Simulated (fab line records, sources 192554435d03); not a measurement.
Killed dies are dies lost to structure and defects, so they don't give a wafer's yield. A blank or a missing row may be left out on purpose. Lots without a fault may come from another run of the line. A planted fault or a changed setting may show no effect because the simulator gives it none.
Chamber matching | flow n5_finfet | N5_BEOL_M3_CO_CAP_55 on cvd_co-01: 3 sister chambers
The step material Co, precursor CCTBA/H2, target thk 2 nm, time 102.1 s. 3 wafers are shown with their chamber, then 11 later ones without.

WAFERS WITH THEIR CHAMBER
wafer  | chamber | heater_power_w (W)
L083.1 | 1       | 273
L083.5 | 2       | 209
L085.3 | 0       | 219

WAFERS WITHOUT THEIR CHAMBER
wafer  | heater_power_w (W)
L085.4 | 231
L085.5 | 276
L087.1 | 225
L087.4 | 226
L087.6 | 283
L090.2 | 270
L090.3 | 213
L090.6 | 224
L096.2 | 216
L096.3 | 278
L096.5 | 215

WHICH CHAMBER EACH WENT THROUGH
wafer  | from the rows above     | in truth
L085.4 | can't be placed: 0 or 2 | 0
L085.5 | 1                       | 1
L087.1 | can't be placed: 0 or 2 | 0
L087.4 | can't be placed: 0 or 2 | 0
L087.6 | 1                       | 1
L090.2 | 1                       | 1
L090.3 | can't be placed: 2 or 0 | 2
L090.6 | can't be placed: 0 or 2 | 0
L096.2 | can't be placed: 0 or 2 | 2
L096.3 | 1                       | 1
L096.5 | can't be placed: 0 or 2 | 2
Placed correctly: 4 of 11. Can't be placed from these rows: 7 (the true chamber is among the candidates in 7). Placed wrongly: 0.
How it was worked out, from the rows above alone: a wafer's distance from a chamber is the root of the sum, over the readings, of the square of ((its reading less the chamber's mean) divided by the reading's scatter). The wafer belongs to the nearest chamber; if the next one is less than 2 further off, it can't be placed. A chamber's mean is the mean of its shown wafers. The scatter: with one shown wafer a chamber, the root of the mean of the squares of how far each hidden wafer lies from its nearest shown one.
